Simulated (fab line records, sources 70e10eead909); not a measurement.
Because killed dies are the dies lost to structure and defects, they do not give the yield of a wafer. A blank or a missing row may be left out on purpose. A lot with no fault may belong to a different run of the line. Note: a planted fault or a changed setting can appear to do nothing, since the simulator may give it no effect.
fab line records :: flow nandHarc
[record]
  lots = 6
  wafers = 18
  lastDay = 32
route steps=1302 shown P_GATE@152 END@1302
lots that met no fault: from a run of the same line without faults
startH: start of the lot's first displayed wafer, in hours after the record's first day :: waitH: time in hours since the lot's previous step :: " unchanged from the row above :: L1.1+2: a row that stands for several wafers :: - no value present, or no start provided :: * or withheld: withheld :: < > ~ a bound
route shown NAME@n: NAME is a module with steps in the file, n the number in the route of the first one :: usual: mean/standard deviation taken from wafers without a fault :: same: alike in all rows :: chamber/n: place in a boat :: sites: readings site by site :: _std_site: their standard deviation :: _edge_site: mean of outer sites minus mean of inner sites :: radiusMm: for every site, how far away it sits from the centre of the wafer :: mask NAME#n: copy n :: behind: the most recent tool/chamber to have shaped the wafer :: hold: cause of the lot's hold/its duration in hours/its outcome :: device: whichever transistor did not switch (one of n, p or np) :: end of line: tests of these same wafers at the route's end :: where a step has no rows: the recipe by itself :: killed: dies that structure and defects cost at the first sort, which is not the same as the wafer's yield :: map: a wafer's dies, x killed, . not, _ none there
set.NAME: the run value of the setting; set.NAME@STEP: its run value at that earlier step :: model.NAME: the simulator's own value behind a step, which no gauge read
lots at selected steps of the route; one table per step, one row per wafer
services: when a tool's chamber went out of use (startH, in hours from the record's first day, below 0 if earlier), for how many hours, and the reason
[[steps]]
[step NHARC_P_GATE_STRIP_35]
[recipe]
  timeS = 600
  tempC = 130
  chemistry = SPM
[step NHARC_P_GATE_PRECLEAN_73]
[recipe]
  timeS = *
  tempC = 50
  bathAgeMin = 0
  chemistry = SC1
[step NHARC_P_GATE_SRD_74]
[step NHARC_P_GATE_ALD_36]
[recipe]
  targetThkA = 200
  pulseTimeS = 60
  aldCycles = 223
  tempC = 400
  material = SiNx
[usual]
  heaterPowerW = 820/67
  precursorPulseHeightRel = 1.001/0.02
lot.wafer: L321.3
tool: aldSin-03
chamber: 3
startH: 113.74
waitH: -
heaterPowerW: 883
precursorPulseHeightRel: 1.019

lot.wafer: L321.2
tool: aldSin-03
chamber: 0
startH: 114.81
waitH: -
heaterPowerW: 763
precursorPulseHeightRel: 0.993

lot.wafer: L321.6
tool: aldSin-03
chamber: 0
startH: 119.06
waitH: -
heaterPowerW: 776
precursorPulseHeightRel: 1.006

lot.wafer: L327.2
tool: aldSin-02
chamber: 2
startH: 167.09
waitH: -
heaterPowerW: 850
precursorPulseHeightRel: 0.957

lot.wafer: L327.3
tool: aldSin-02
chamber: 0
startH: 169.20
waitH: -
heaterPowerW: 723
precursorPulseHeightRel: 0.995

lot.wafer: L327.6
tool: aldSin-02
chamber: 2
startH: 171.32
waitH: -
heaterPowerW: 820
precursorPulseHeightRel: 1.003

lot.wafer: L334.1
tool: aldSin-03
chamber: 1
startH: 249.28
waitH: -
heaterPowerW: 769
precursorPulseHeightRel: 0.992

lot.wafer: L334.3
tool: aldSin-03
chamber: 3
startH: 250.70
waitH: -
heaterPowerW: 832
precursorPulseHeightRel: 0.996

lot.wafer: L334.4
tool: aldSin-03
chamber: 3
startH: 254.97
waitH: -
heaterPowerW: 832
precursorPulseHeightRel: 1.020

lot.wafer: L336.3
tool: aldSin-02
chamber: 2
startH: 260.43
waitH: -
heaterPowerW: 845
precursorPulseHeightRel: 0.991

lot.wafer: L336.1
tool: aldSin-02
chamber: 0
startH: 262.53
waitH: -
heaterPowerW: 722
precursorPulseHeightRel: 0.987

lot.wafer: L336.6
tool: aldSin-02
chamber: 2
startH: 264.63
waitH: -
heaterPowerW: 814
precursorPulseHeightRel: 0.996

lot.wafer: L337.1
tool: aldSin-01
chamber: 0
startH: 268.64
waitH: -
heaterPowerW: 842
precursorPulseHeightRel: 0.968

lot.wafer: L337.5
tool: aldSin-01
chamber: 1
startH: 269.70
waitH: -
heaterPowerW: 717
precursorPulseHeightRel: 1.011

lot.wafer: L337.6
tool: aldSin-01
chamber: 2
startH: 270.75
waitH: -
heaterPowerW: 793
precursorPulseHeightRel: 1.019

lot.wafer: L341.4
tool: aldSin-03
chamber: 2
startH: 308.60
waitH: -
heaterPowerW: 966
precursorPulseHeightRel: 1.002

lot.wafer: L341.3
tool: aldSin-03
chamber: 3
startH: 309.65
waitH: -
heaterPowerW: 839
precursorPulseHeightRel: 0.988

lot.wafer: L341.5
tool: aldSin-03
chamber: 1
startH: 311.75
waitH: -
heaterPowerW: 757
precursorPulseHeightRel: 0.963
[step NHARC_P_GATE_ETCHBACK_37]
[recipe]
  targetDepthA = 345
  timeS = 17.2
  chf3FlowSccm = 50
  o2FlowSccm = 10
  arFlowSccm = 200
  rfW = 500
  biasW = 200
  chemistry = CHF3/O2
[usual]
  biasW = 200.0/0.55
  chamberPressureMTorr = 25.002/0.022
  drypumpMotorCurrentA = 5.8/0.4
  oesProductAu = 0.95/0.032
  rfVppV = 371.3/2.4
  showerheadPlenumPTorr = 2.44/0.11
  throttleValvePct = 20.573/0.009
lot.wafer: L321.2
tool: rieDiel-13
chamber: 1
startH: -
waitH: -
biasW: 200.2
chamberPressureMTorr: 25.027
drypumpMotorCurrentA: 6.0
oesProductAu: 0.95
rfHoursCounterH: 8
rfVppV: 370.2
showerheadPlenumPTorr: 2.44
throttleValvePct: 20.582

lot.wafer: L321.3
tool: rieDiel-13
chamber: 2
startH: -
waitH: -
biasW: 199.3
chamberPressureMTorr: 25.011
drypumpMotorCurrentA: 5.7
oesProductAu: 0.94
rfHoursCounterH: 8
rfVppV: 373.5
showerheadPlenumPTorr: 2.51
throttleValvePct: 20.577

lot.wafer: L321.6
tool: rieDiel-13
chamber: 1
startH: -
waitH: -
biasW: 201.0
chamberPressureMTorr: 25.007
drypumpMotorCurrentA: 6.0
oesProductAu: 0.96
rfHoursCounterH: -
rfVppV: 372.4
showerheadPlenumPTorr: 2.44
throttleValvePct: 20.587

lot.wafer: L327.3
tool: rieDiel-05
chamber: 3
startH: -
waitH: -
biasW: 200.1
chamberPressureMTorr: 24.986
drypumpMotorCurrentA: 6.3
oesProductAu: 1.01
rfHoursCounterH: 11
rfVppV: 372.3
showerheadPlenumPTorr: 2.54
throttleValvePct: 20.583

lot.wafer: L327.2
tool: rieDiel-05
chamber: 0
startH: -
waitH: -
biasW: 199.9
chamberPressureMTorr: 24.946
drypumpMotorCurrentA: 5.1
oesProductAu: 1.00
rfHoursCounterH: 11
rfVppV: 372.9
showerheadPlenumPTorr: 2.53
throttleValvePct: 20.583

lot.wafer: L327.6
tool: rieDiel-05
chamber: 0
startH: -
waitH: -
biasW: 200.1
chamberPressureMTorr: 24.968
drypumpMotorCurrentA: 5.1
oesProductAu: 0.99
rfHoursCounterH: -
rfVppV: 373.4
showerheadPlenumPTorr: 2.53
throttleValvePct: 20.577

lot.wafer: L334.3
tool: rieDiel-05
chamber: 0
startH: -
waitH: -
biasW: 200.4
chamberPressureMTorr: 25.014
drypumpMotorCurrentA: 5.1
oesProductAu: 0.99
rfHoursCounterH: 0
rfVppV: 373.8
showerheadPlenumPTorr: 2.53
throttleValvePct: 20.570

lot.wafer: L334.1
tool: rieDiel-05
chamber: 1
startH: -
waitH: -
biasW: 198.8
chamberPressureMTorr: 24.987
drypumpMotorCurrentA: 6.3
oesProductAu: 0.96
rfHoursCounterH: 1
rfVppV: 372.1
showerheadPlenumPTorr: 2.42
throttleValvePct: 20.577

lot.wafer: L334.4
tool: rieDiel-05
chamber: 2
startH: -
waitH: -
biasW: 200.1
chamberPressureMTorr: 25.016
drypumpMotorCurrentA: 6.3
oesProductAu: 0.94
rfHoursCounterH: 1
rfVppV: 371.3
showerheadPlenumPTorr: 2.56
throttleValvePct: 20.579

lot.wafer: L336.3
tool: rieDiel-05
chamber: 1
startH: -
waitH: -
biasW: 199.2
chamberPressureMTorr: 24.968
drypumpMotorCurrentA: 6.3
oesProductAu: 0.98
rfHoursCounterH: 1
rfVppV: 370.0
showerheadPlenumPTorr: 2.42
throttleValvePct: 20.571

lot.wafer: L336.1
tool: rieDiel-05
chamber: 0
startH: -
waitH: -
biasW: 199.5
chamberPressureMTorr: 25.012
drypumpMotorCurrentA: 5.1
oesProductAu: 0.92
rfHoursCounterH: 0
rfVppV: 372.6
showerheadPlenumPTorr: 2.53
throttleValvePct: 20.560

lot.wafer: L336.6
tool: rieDiel-05
chamber: 2
startH: -
waitH: -
biasW: 201.1
chamberPressureMTorr: 24.995
drypumpMotorCurrentA: 6.3
oesProductAu: 0.95
rfHoursCounterH: -
rfVppV: 372.3
showerheadPlenumPTorr: 2.56
throttleValvePct: 20.563

lot.wafer: L337.1
tool: rieDiel-01
chamber: 1
startH: -
waitH: -
biasW: 199.9
chamberPressureMTorr: 25.012
drypumpMotorCurrentA: 5.8
oesProductAu: 0.94
rfHoursCounterH: 5
rfVppV: 373.0
showerheadPlenumPTorr: 2.53
throttleValvePct: 20.556

lot.wafer: L337.6
tool: rieDiel-01
chamber: 2
startH: -
waitH: -
biasW: 199.8
chamberPressureMTorr: 24.998
drypumpMotorCurrentA: 5.3
oesProductAu: 0.93
rfHoursCounterH: -
rfVppV: 372.4
showerheadPlenumPTorr: 2.50
throttleValvePct: 20.561

lot.wafer: L337.5
tool: rieDiel-01
chamber: 3
startH: -
waitH: -
biasW: 200.1
chamberPressureMTorr: 24.984
drypumpMotorCurrentA: 6.0
oesProductAu: 0.91
rfHoursCounterH: -
rfVppV: 368.4
showerheadPlenumPTorr: 2.27
throttleValvePct: 20.572

lot.wafer: L341.3
tool: rieDiel-05
chamber: 3
startH: -
waitH: -
biasW: 200.1
chamberPressureMTorr: 25.021
drypumpMotorCurrentA: 6.3
oesProductAu: 0.99
rfHoursCounterH: 3
rfVppV: 372.1
showerheadPlenumPTorr: 2.54
throttleValvePct: 20.572

lot.wafer: L341.5
tool: rieDiel-05
chamber: 1
startH: -
waitH: -
biasW: 200.9
chamberPressureMTorr: 24.992
drypumpMotorCurrentA: 6.3
oesProductAu: 1.00
rfHoursCounterH: -
rfVppV: 370.9
showerheadPlenumPTorr: 2.42
throttleValvePct: 20.573

lot.wafer: L341.4
tool: rieDiel-05
chamber: 2
startH: -
waitH: -
biasW: 199.4
chamberPressureMTorr: 25.002
drypumpMotorCurrentA: 6.3
oesProductAu: 0.98
rfHoursCounterH: -
rfVppV: 375.3
showerheadPlenumPTorr: 2.56
throttleValvePct: 20.558
[step NHARC_P_GATE_STRIP_101]
[recipe]
  timeS = 20
  o2FlowSccm = 500
  arFlowSccm = 0
  biasW = 0
  chemistry = O2
[usual]
  chamberPressureMTorr = 60.00/0.057
  drypumpMotorCurrentA = 5.8/0.4
  oesProductAu = 1.007/0.012
  rfVppV = 57.9/0.94
  showerheadPlenumPTorr = 3.59/0.15
  throttleValvePct = 17.036/0.0092
[same]
  biasW = 0
lot.wafer: L321.3
tool: rieDiel-13
chamber: 1
startH: 123.39
waitH: 0.1
chamberPressureMTorr: 59.90
drypumpMotorCurrentA: 6.0
oesProductAu: 1.039
rfHoursCounterH: 8
rfVppV: 57.5
showerheadPlenumPTorr: 3.59
throttleValvePct: 17.052

lot.wafer: L321.2
tool: rieDiel-13
chamber: 3
startH: 123.39
waitH: 0.1
chamberPressureMTorr: 60.03
drypumpMotorCurrentA: 5.5
oesProductAu: 1.011
rfHoursCounterH: 9
rfVppV: 56.6
showerheadPlenumPTorr: 3.32
throttleValvePct: 17.042

lot.wafer: L321.6
tool: rieDiel-13
chamber: 1
startH: 123.39
waitH: 0.1
chamberPressureMTorr: 60.02
drypumpMotorCurrentA: 6.0
oesProductAu: 1.031
rfHoursCounterH: -
rfVppV: 58.1
showerheadPlenumPTorr: 3.59
throttleValvePct: 17.034

lot.wafer: L327.3
tool: rieDiel-05
chamber: 3
startH: 175.66
waitH: 0.1
chamberPressureMTorr: 59.93
drypumpMotorCurrentA: 6.3
oesProductAu: 1.016
rfHoursCounterH: 11
rfVppV: 58.1
showerheadPlenumPTorr: 3.72
throttleValvePct: 17.034

lot.wafer: L327.2
tool: rieDiel-05
chamber: 2
startH: 175.66
waitH: 0.1
chamberPressureMTorr: 59.93
drypumpMotorCurrentA: 6.3
oesProductAu: 1.002
rfHoursCounterH: 11
rfVppV: 56.8
showerheadPlenumPTorr: 3.76
throttleValvePct: 17.018

lot.wafer: L327.6
tool: rieDiel-05
chamber: 0
startH: 175.66
waitH: 0.1
chamberPressureMTorr: 59.90
drypumpMotorCurrentA: 5.1
oesProductAu: 1.009
rfHoursCounterH: -
rfVppV: 58.6
showerheadPlenumPTorr: 3.71
throttleValvePct: 17.051

lot.wafer: L334.4
tool: rieDiel-05
chamber: 1
startH: 259.66
waitH: 0.1
chamberPressureMTorr: 59.93
drypumpMotorCurrentA: 6.4
oesProductAu: 1.035
rfHoursCounterH: 1
rfVppV: 56.6
showerheadPlenumPTorr: 3.56
throttleValvePct: 17.027

lot.wafer: L334.1
tool: rieDiel-05
chamber: 2
startH: 259.66
waitH: 0.1
chamberPressureMTorr: 60.09
drypumpMotorCurrentA: 6.3
oesProductAu: 1.011
rfHoursCounterH: 1
rfVppV: 58.3
showerheadPlenumPTorr: 3.76
throttleValvePct: 17.056

lot.wafer: L334.3
tool: rieDiel-05
chamber: 0
startH: 259.66
waitH: 0.1
chamberPressureMTorr: 60.02
drypumpMotorCurrentA: 5.1
oesProductAu: 0.996
rfHoursCounterH: 0
rfVppV: 59.3
showerheadPlenumPTorr: 3.71
throttleValvePct: 17.034

lot.wafer: L336.3
tool: rieDiel-05
chamber: 3
startH: 270.01
waitH: 0.1
chamberPressureMTorr: 60.01
drypumpMotorCurrentA: 6.3
oesProductAu: 1.033
rfHoursCounterH: 1
rfVppV: 57.3
showerheadPlenumPTorr: 3.72
throttleValvePct: 17.031

lot.wafer: L336.1
tool: rieDiel-05
chamber: 0
startH: 270.01
waitH: 0.1
chamberPressureMTorr: 59.92
drypumpMotorCurrentA: 5.1
oesProductAu: 0.990
rfHoursCounterH: 0
rfVppV: 58.1
showerheadPlenumPTorr: 3.71
throttleValvePct: 17.037

lot.wafer: L336.6
tool: rieDiel-05
chamber: 2
startH: 270.01
waitH: 0.1
chamberPressureMTorr: 60.04
drypumpMotorCurrentA: 6.3
oesProductAu: 1.009
rfHoursCounterH: -
rfVppV: 57.3
showerheadPlenumPTorr: 3.76
throttleValvePct: 17.028

lot.wafer: L337.1
tool: rieDiel-01
chamber: 1
startH: 275.09
waitH: 0.1
chamberPressureMTorr: 60.02
drypumpMotorCurrentA: 5.7
oesProductAu: 1.013
rfHoursCounterH: 5
rfVppV: 58.2
showerheadPlenumPTorr: 3.71
throttleValvePct: 17.051

lot.wafer: L337.5
tool: rieDiel-01
chamber: 2
startH: 275.09
waitH: 0.1
chamberPressureMTorr: 59.92
drypumpMotorCurrentA: 5.3
oesProductAu: 1.000
rfHoursCounterH: -
rfVppV: 59.2
showerheadPlenumPTorr: 3.67
throttleValvePct: 17.042

lot.wafer: L337.6
tool: rieDiel-01
chamber: 3
startH: 275.09
waitH: 0.1
chamberPressureMTorr: 59.97
drypumpMotorCurrentA: 6.0
oesProductAu: 0.992
rfHoursCounterH: -
rfVppV: 56.6
showerheadPlenumPTorr: 3.34
throttleValvePct: 17.048

lot.wafer: L341.3
tool: rieDiel-05
chamber: 2
startH: 317.14
waitH: 0.1
chamberPressureMTorr: 59.92
drypumpMotorCurrentA: 6.3
oesProductAu: 1.017
rfHoursCounterH: 3
rfVppV: 58.9
showerheadPlenumPTorr: 3.75
throttleValvePct: 17.027

lot.wafer: L341.4
tool: rieDiel-05
chamber: 1
startH: 317.14
waitH: 0.1
chamberPressureMTorr: 59.93
drypumpMotorCurrentA: 6.3
oesProductAu: 1.017
rfHoursCounterH: -
rfVppV: 57.5
showerheadPlenumPTorr: 3.55
throttleValvePct: 17.032

lot.wafer: L341.5
tool: rieDiel-05
chamber: 3
startH: 317.14
waitH: 0.1
chamberPressureMTorr: 59.96
drypumpMotorCurrentA: 6.3
oesProductAu: 1.008
rfHoursCounterH: -
rfVppV: 57.3
showerheadPlenumPTorr: 3.72
throttleValvePct: 17.032
[step NHARC_P_GATE_PRECLEAN_97]
[recipe]
  timeS = 600
  tempC = 120
  chemistry = SPM
[step NHARC_P_GATE_SRD_98]
[step NHARC_P_GATE_PRECLEAN_99]
[recipe]
  timeS = *
  tempC = 50
  bathAgeMin = 0
  chemistry = SC1
[step NHARC_P_GATE_SRD_100]
[step NHARC_P_GATE_DEHYDRATE_38]
[recipe]
  tempC = 150
  timeS = 120
[step NHARC_P_GATE_HMDS_39]
[recipe]
  timeS = 30
[step NHARC_P_GATE_COAT_40]
[recipe]
  spinRpm = 3000
[usual]
  chillPlateTempC = 22.98/0.11
  exhaustPa = 45.1/0.89
lot.wafer: L321.2
tool: lithoTrack-03
chamber: 0
startH: 123.90
waitH: -
chillPlateTempC: 23.03
exhaustPa: 45.8

lot.wafer: L321.3
tool: lithoTrack-03
chamber: 0
startH: 123.90
waitH: -
chillPlateTempC: 22.90
exhaustPa: 45.3

lot.wafer: L321.6
tool: lithoTrack-03
chamber: 0
startH: 123.90
waitH: -
chillPlateTempC: 23.17
exhaustPa: 44.3

lot.wafer: L327.2
tool: lithoTrack-02
chamber: 0
startH: 176.17
waitH: -
chillPlateTempC: 22.99
exhaustPa: 45.1

lot.wafer: L327.3
tool: lithoTrack-02
chamber: 0
startH: 176.17
waitH: -
chillPlateTempC: 23.10
exhaustPa: 44.2

lot.wafer: L327.6
tool: lithoTrack-02
chamber: 0
startH: 176.17
waitH: -
chillPlateTempC: 23.17
exhaustPa: 44.1

lot.wafer: L334.1
tool: lithoTrack-02
chamber: -
startH: 260.16
waitH: -
chillPlateTempC: -
exhaustPa: -

lot.wafer: L334.3
tool: lithoTrack-02
chamber: -
startH: 260.16
waitH: -
chillPlateTempC: -
exhaustPa: -

lot.wafer: L334.4
tool: lithoTrack-02
chamber: -
startH: 260.16
waitH: -
chillPlateTempC: -
exhaustPa: -

lot.wafer: L336.1
tool: lithoTrack-03
chamber: -
startH: 270.50
waitH: -
chillPlateTempC: -
exhaustPa: -

lot.wafer: L336.3
tool: lithoTrack-03
chamber: -
startH: 270.50
waitH: -
chillPlateTempC: -
exhaustPa: -

lot.wafer: L336.6
tool: lithoTrack-03
chamber: -
startH: 270.50
waitH: -
chillPlateTempC: -
exhaustPa: -

lot.wafer: L337.1
tool: lithoTrack-05
chamber: 0
startH: 275.58
waitH: -
chillPlateTempC: 22.85
exhaustPa: 45.2

lot.wafer: L337.5
tool: lithoTrack-05
chamber: 0
startH: 275.58
waitH: -
chillPlateTempC: 22.89
exhaustPa: 44.3

lot.wafer: L337.6
tool: lithoTrack-05
chamber: 0
startH: 275.58
waitH: -
chillPlateTempC: 22.73
exhaustPa: 45.0

lot.wafer: L341.3
tool: lithoTrack-05
chamber: 0
startH: 317.65
waitH: -
chillPlateTempC: 22.91
exhaustPa: 44.8

lot.wafer: L341.4
tool: lithoTrack-05
chamber: 0
startH: 317.65
waitH: -
chillPlateTempC: 23.09
exhaustPa: 45.5

lot.wafer: L341.5
tool: lithoTrack-05
chamber: 0
startH: 317.65
waitH: -
chillPlateTempC: 23.06
exhaustPa: 44.4
[step NHARC_P_GATE_SOFTBAKE_41]
[recipe]
  tempC = 122
  timeS = 95
[step NHARC_END_SORT_01]
[recipe]
  tempC = 25
[usual]
  killedAtArray = 56/19
  killedAtOther = 0.6/1
  killedAtPeriphery = 3.9/2.7
  killedDies = 61/19
  killedOpen = 3.3/1.9
  killedShort = 2.4/1.7
[same]
  grossDies = 677
lot.wafer: L336.1
tool: prober-02
chamber: 0
startH: 715.41
waitH: 2.5
killedAtArray: 99
killedAtOther: 0
killedAtPeriphery: 8
killedDies: 107
killedOpen: 7
killedShort: 2

lot.wafer: L336.3
tool: prober-02
chamber: 0
startH: 717.02
waitH: 3.1
killedAtArray: 66
killedAtOther: 0
killedAtPeriphery: 8
killedDies: 74
killedOpen: 4
killedShort: 3

lot.wafer: L336.6
tool: prober-02
chamber: 0
startH: 719.42
waitH: 4.0
killedAtArray: 61
killedAtOther: 1
killedAtPeriphery: 10
killedDies: 72
killedOpen: 2
killedShort: 2

lot.wafer: L334.1
tool: prober-01
chamber: 0
startH: 724.99
waitH: 2.5
killedAtArray: 76
killedAtOther: 1
killedAtPeriphery: 1
killedDies: 78
killedOpen: 1
killedShort: 5

lot.wafer: L334.3
tool: prober-01
chamber: 0
startH: 726.58
waitH: 3.1
killedAtArray: 59
killedAtOther: 0
killedAtPeriphery: 3
killedDies: 62
killedOpen: 1
killedShort: 4

lot.wafer: L334.4
tool: prober-01
chamber: 0
startH: 727.37
waitH: 3.4
killedAtArray: 74
killedAtOther: 1
killedAtPeriphery: 1
killedDies: 76
killedOpen: 4
killedShort: 1
// killed by level:class
L336.1 A_CHANNEL_HOLE_D1:chamberFilmFlake=32 A_CHANNEL_HOLE_D2:chamberFilmFlake=27 A_SLIT:chamberFilmFlake=25 P_M2:chamberFilmFlake=3 A_WL_FILL:chamberFilmFlake=3 A_CONTACT:chamberFilmFlake=3 P_CONTACT:geometricParticle:open=2 A_DECK1_JOINT:chamberFilmFlake=2
L336.3 A_CHANNEL_HOLE_D1:chamberFilmFlake=22 A_SLIT:chamberFilmFlake=21 A_CHANNEL_HOLE_D2:chamberFilmFlake=8 A_STAIRCASE:chamberFilmFlake=5 A_WL_FILL:chamberFilmFlake=4 P_CONTACT:chamberFilmFlake=3 A_CONTACT:chamberFilmFlake=3 P_GATE:geometricParticle:short=1
L336.6 A_CHANNEL_HOLE_D1:chamberFilmFlake=28 A_SLIT:chamberFilmFlake=15 A_CHANNEL_HOLE_D2:chamberFilmFlake=9 P_CONTACT:chamberFilmFlake=8 A_CHANNEL_FILL_D2:chamberFilmFlake=2 A_CHANNEL_FILL_D2:geometricParticle:short=1 A_SGD_CUT:geometricParticle:short=1 A_BLC:geometricParticle:open=1
L334.1 A_SLIT:chamberFilmFlake=31 A_CHANNEL_HOLE_D1:chamberFilmFlake=29 A_CONTACT:chamberFilmFlake=6 A_ONON_D1:geometricParticle:short=3 A_WL_FILL:chamberFilmFlake=3 A_ONON_D1:geometricParticle:open=1 A_CHANNEL_HOLE_D1:geometricParticle:short=1 A_ONON_D2:geometricParticle:short=1
L334.3 A_CHANNEL_HOLE_D1:chamberFilmFlake=31 A_SLIT:chamberFilmFlake=18 A_CONTACT:chamberFilmFlake=7 P_GATE:geometricParticle:open=1 P_CONTACT:geometricParticle:short=1 P_M0:geometricParticle:short=1 A_DECK1_JOINT:geometricParticle:short=1 A_CHANNEL_HOLE_D2:geometricParticle:short=1
L334.4 A_SLIT:chamberFilmFlake=31 A_CHANNEL_HOLE_D1:chamberFilmFlake=30 A_STAIRCASE:chamberFilmFlake=5 A_CONTACT:chamberFilmFlake=3 A_M0:geometricParticle:open=2 P_GATE:geometricParticle:open=1 A_ONON_D1:geometricParticle:short=1 A_CHANNEL_FILL_D1:geometricParticle:open=1
[[services]]
tool: lithoTrack-03
chamber: -
startH: 100.00
hours: 7.0
kind: pm

tool: rieDiel-13
chamber: 0
startH: 113.11
hours: 3.9
kind: repair

tool: rieDiel-13
chamber: 1
startH: 116.26
hours: 6.8
kind: repair

tool: aldSin-02
chamber: -
startH: 118.00
hours: 10.0
kind: pm

tool: lithoTrack-05
chamber: -
startH: 124.00
hours: 7.0
kind: pm

tool: rieDiel-13
chamber: 3
startH: 126.72
hours: 3.4
kind: repair

tool: aldSin-02
chamber: -
startH: 156.77
hours: 0.3
kind: repair

tool: rieDiel-13
chamber: -
startH: 165.00
hours: 9.0
kind: pm

tool: aldSin-03
chamber: -
startH: 175.41
hours: 10.0
kind: pm

tool: aldSin-02
chamber: 1
startH: 184.93
hours: 6.2
kind: repair

tool: rieDiel-05
chamber: 2
startH: 187.13
hours: 9.8
kind: repair

tool: rieDiel-01
chamber: -
startH: 203.82
hours: 9.0
kind: pm

tool: rieDiel-05
chamber: 1
startH: 206.05
hours: 36.7
kind: repair

tool: aldSin-03
chamber: 0
startH: 210.61
hours: 9.8
kind: repair

tool: lithoTrack-02
chamber: -
startH: 227.00
hours: 7.0
kind: pm

tool: rieDiel-05
chamber: -
startH: 229.60
hours: 9.0
kind: pm

tool: aldSin-03
chamber: 2
startH: 239.94
hours: 9.6
kind: repair

tool: rieDiel-05
chamber: 0
startH: 242.34
hours: 10.0
kind: repair

tool: aldSin-02
chamber: 0
startH: 253.43
hours: 3.8
kind: repair

tool: rieDiel-13
chamber: -
startH: 254.43
hours: 1.1
kind: repair

tool: lithoTrack-03
chamber: -
startH: 275.00
hours: 7.0
kind: pm

tool: rieDiel-05
chamber: 0
startH: 292.45
hours: 5.7
kind: repair

tool: lithoTrack-05
chamber: -
startH: 299.00
hours: 7.0
kind: pm

tool: rieDiel-05
chamber: 0
startH: 309.99
hours: 12.3
kind: repair
[[key]]
[firstSign]
  step = NHARC_P_GATE_COAT_40
  reading = toolRecord
  direction = missing
effect none on later readings
metAt NHARC_P_GATE_COAT_40
struckWafers L334.1,L334.3,L334.4,L336.1,L336.3,L336.6
testerLeftOut L334,L336
onsetBetween 176.17 260.16
[fault]
  kind = skippedStepWhole
  tool = lithoTrack-02,lithoTrack-03
  chamber = -
  onsetH = 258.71
  steps = NHARC_P_GATE_COAT_40
  scope = struckLotsOnly
// testerLeftOut: of these lots the tester's yield and bins aren't shown, on N5 and GAA mostly nor the transistor test; their killed dies are dies lost to structure and defects alone, not to doping, threshold or leakage, so they don't give the yield
